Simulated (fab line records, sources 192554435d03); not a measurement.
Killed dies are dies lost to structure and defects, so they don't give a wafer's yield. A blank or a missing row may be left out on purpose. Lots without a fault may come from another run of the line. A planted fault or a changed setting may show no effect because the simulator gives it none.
Which tool did it? | flow n5_finfet | 10 lots, 30 wafers sampled, at 1 step of a route of 1938

WHAT THE GAUGES READ, wafer by wafer
N5_BEOL_M10_INSPECT_13: inspects for defects (brightfield).
lot  | measured     | on                | raw_defect_count
L529 | day 11 15:21 | defect_inspect-02 | 618 621 431
L530 | day 11 19:49 | defect_inspect-01 | 369 462 394
L532 | day 12 20:56 | defect_inspect-01 | 549 602 323
L539 | day 14 03:05 | defect_inspect-02 | 240 393 277
L541 | day 14 10:56 | defect_inspect-01 | 461 371 413
L542 | day 14 19:56 | defect_inspect-01 | 228 357 456
L543 | day 15 08:40 | defect_inspect-02 | 316 343 365
L546 | day 15 15:39 | defect_inspect-01 | 446 367 425
L549 | day 16 06:31 | defect_inspect-02 | 314 447 359
L552 | day 17 22:49 | defect_inspect-01 | 362 356 353

WHICH TOOL RAN EACH LOT (tool, then ch and the chambers of the sampled wafers, then the start)
The record holds no process step before these readings.

THE ANSWER, worked out from the rows above alone
Rule: what is usual is taken from the lots themselves. Put in order of their means at a reading, lots are off if they are a third of the lots or fewer, leave a main group of 4 or more, and stand apart from it by a gap of 3 or more times the standard deviation of the main group's means; of several such gaps the widest counts. A main group whose means are all the same, to the digits that the tables above print for the reading, isn't used. A lot without any number at a reading at which 4 lots or more have one is off too. The other lots that the step has rows for count as sound.
No lot is off at any reading shown: from this, nothing can be told.

WHAT THE SIMULATOR HAD PUT IN
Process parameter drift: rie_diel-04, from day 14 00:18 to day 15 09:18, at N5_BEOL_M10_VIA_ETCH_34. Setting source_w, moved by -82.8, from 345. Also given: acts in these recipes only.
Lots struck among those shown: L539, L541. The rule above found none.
